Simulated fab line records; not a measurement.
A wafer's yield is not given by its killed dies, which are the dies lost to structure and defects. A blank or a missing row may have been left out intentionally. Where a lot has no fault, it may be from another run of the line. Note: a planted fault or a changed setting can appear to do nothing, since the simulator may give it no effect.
Split-lot experiment    flow n5-finfet    21 wafers read across 7 lots, on a route 1938 steps long

## ABOUT THE SPLIT
At N5_BEOL_M0_ETCH_109 (etches SiCN in CH3F/O2, target depth 8 nm, overetch 2.4 nm, time 27.4 s), the setting bias-w was moved away from the recipe's 75 W on 6 of the 21 wafers read, by -17.5% to +12.5%. All remaining wafers had this setting at the recipe value.

The split's own step is where the reading is taken.

## THE READING
rf-vpp-V, in V, at N5_BEOL_M0_ETCH_109 (etches SiCN in CH3F/O2, target depth 8 nm, overetch 2.4 nm, time 27.4 s). Fault-free wafers of this fab line usually give 298.0 V, standard deviation 1.6 V.

wafer   tool, chamber at the split  bias-w as run, W  against the recipe  rf-vpp-V, V  against lot-mates on the recipe
L076.1  rie-diel-05, 1              84.4              +12.5%              319.4        +20.5
L076.2  rie-diel-05, 2              84.4              +12.5%              321.9        +23.0
L076.6  rie-diel-05, 3              75                recipe              298.9        -
L074.4  rie-diel-05, 2              61.9              -17.5%              265.7        -33.8
L074.5  rie-diel-05, 2              75                recipe              300.2        -
L074.6  rie-diel-05, 3              75                recipe              298.7        -
L080.1  rie-diel-01, 2              75                recipe              298.7        -
L080.2  rie-diel-01, 0              75                recipe              296.5        -
L080.5  rie-diel-01, 3              75                recipe              299.7        -
L084.2  rie-diel-01, 2              75                recipe              299.2        -
L084.3  rie-diel-01, 0              75                recipe              299.2        -
L084.6  rie-diel-01, 0              75                recipe              297.1        -
L088.1  rie-diel-03, 3              75                recipe              295.7        -
L088.2  rie-diel-03, 0              75                recipe              297.8        -
L088.5  rie-diel-03, 1              75                recipe              296.9        -
L093.1  rie-diel-03, 0              68.11             -9.2%               281.3        -16.0
L093.3  rie-diel-03, 1              68.11             -9.2%               279.3        -18.0
L093.6  rie-diel-03, 2              75                recipe              297.3        -
L097.1  rie-diel-05, 1              65.56             -12.6%              271.8        -25.7
L097.2  rie-diel-05, 3              75                recipe              299.1        -
L097.6  rie-diel-05, 1              75                recipe              295.9        -

FIT RESULTS
A straight line over all 21 wafers: rf-vpp-V changes by +1.88 V for each +1% of bias-w; r = +0.99; the points scatter about the line by 1.5 V.
The same after taking each lot's own level away (the mean of its wafers on the recipe; 21 wafers): +1.86 V for each +1%; r = +1.00; scatter 1.3 V.
On that fit, the largest move of bias-w shifts the reading by 33 V.
From 296.80 to 299.45 V: that is the span of the lots' own levels, equal to 1.7 times the standard deviation above.
The two slopes agree, so the slope changes little with the lot-to-lot level.
Check: for one of the wafers moved furthest among these (-17.5%), held out of the fit, the line's prediction against its lot-mates is -32.4 V. It came out at -33.8 V against them.
Tool readings at the split's step, against how far the setting was moved: rf-vpp-V r = +0.99.

## FURTHER SPLITS ON THESE WAFERS
Other splits were also applied to these wafers ahead of the reading. Each is held against what the fit with the lots' levels taken away leaves over:
other split on the same wafers             wafers away from the commonest value  r with rf-vpp-V (lot level and that fit taken away)
N5_HKMG_FIN_HK_ALD_01 ald-cycles           5                                     +0.38
N5_GATE_CUT_ETCH_58 time-s                 5                                     -0.13
N5_GATE_CUT_COAT_27 spin-rpm               12                                    +0.15
N5_MOL_CONTACT_COAG_ETCH_110 bias-w        7                                     -0.04
N5_MOL_CONTACT_COAG_COAT_75 spin-rpm       8                                     -0.04
N5_BEOL_M0_SAQP_SPACER1_ALD_98 ald-cycles  7                                     -0.10
N5_BEOL_M0_ETCH_138 bias-w                 5                                     -0.14

## THE FILE'S OWN FIT
rf-vpp-V changes by +1.9 V for each +1% of bias-w, r = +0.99.
